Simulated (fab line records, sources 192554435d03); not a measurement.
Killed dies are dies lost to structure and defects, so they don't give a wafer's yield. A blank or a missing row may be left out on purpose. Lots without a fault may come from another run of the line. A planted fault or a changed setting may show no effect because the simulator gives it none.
Chamber matching | flow n5_finfet | N5_HKMG_FIN_CMP_94 on cmp-01: 4 sister chambers
The step polishes, stops on SiNx, t overpolish 4.7 s, target thk 43.299 nm. 22 wafers are shown with their chamber, then 11 later ones without.

WAFERS WITH THEIR CHAMBER
wafer  | chamber | motor_current_A (A) | edge_zone_pressure_frac
L077.2 | 1       | 11.3                | 0.998
L077.4 | 2       | 16.9                | 0.999
L077.5 | 3       | 11.3                | 1.002
L081.2 | 1       | 12.1                | 0.995
L081.3 | 3       | 10.6                | 0.999
L081.5 | 2       | 17.3                | 0.989
L085.2 | 2       | 17.3                | 1.000
L085.5 | 0       | 12.2                | 0.997
L085.6 | 3       | 10.5                | 0.997
L086.1 | 2       | 17.1                | 0.995
L086.3 | 3       | 10.7                | 0.998
L086.4 | 0       | 11.9                | 0.994
L087.3 | 3       | 10.8                | 0.992
L087.4 | 0       | 12.3                | 1.005
L087.6 | 2       | 17.1                | 1.000
L088.1 | 3       | 10.9                | 1.000
L088.2 | 1       | 11.2                | 0.996
L088.4 | 2       | 17.2                | 1.002
L088.3 | 0       | 12.5                | 0.991
L088.5 | 3       | 11.0                | 1.002
L088.6 | 0       | 12.0                | 0.995
L092.1 | 0       | 12.3                | 1.002

SIGNATURES (means of the wafers above)
reading                 | chamber 0 | chamber 1 | chamber 2 | chamber 3 | scatter within a chamber
motor_current_A         | 12.200    | 11.533    | 17.150    | 10.829    | 0.266
edge_zone_pressure_frac | 0.99733   | 0.99633   | 0.99750   | 0.99857   | 0.00426
Rule: a wafer's distance from a chamber is the root of the sum, over the readings, of the square of ((its reading less the chamber's mean) divided by the reading's scatter). The wafer belongs to the nearest chamber; if the next one is less than 2 further off, it can't be placed. The scatter: the root of (the sum of the squares of (reading less its chamber's mean) over the shown wafers, divided by (wafers less chambers)).

WAFERS WITHOUT THEIR CHAMBER
wafer  | motor_current_A (A) | edge_zone_pressure_frac
L092.3 | 11.0                | 0.997
L092.6 | 10.9                | 1.002
L094.1 | 17.1                | 0.997
L094.2 | 11.4                | 0.993
L094.6 | 11.6                | 0.997
L096.1 | 17.0                | 1.001
L096.2 | 11.0                | 0.997
L096.6 | 12.8                | 1.004
L097.1 | 12.7                | 1.010
L097.3 | 17.2                | 1.002
L097.5 | 12.4                | 1.003

WHICH CHAMBER EACH WENT THROUGH
wafer  | from the rows above     | in truth
L092.3 | can't be placed: 3 or 1 | 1
L092.6 | can't be placed: 3 or 1 | 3
L094.1 | 2                       | 2
L094.2 | can't be placed: 1 or 3 | 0
L094.6 | can't be placed: 1 or 0 | 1
L096.1 | 2                       | 2
L096.2 | can't be placed: 3 or 1 | 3
L096.6 | 0                       | 0
L097.1 | can't be placed: 0 or 1 | 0
L097.3 | 2                       | 2
L097.5 | 0                       | 0
Placed correctly: 5 of 11. Can't be placed from these rows: 6 (the true chamber is among the candidates in 5). Placed wrongly: 0.
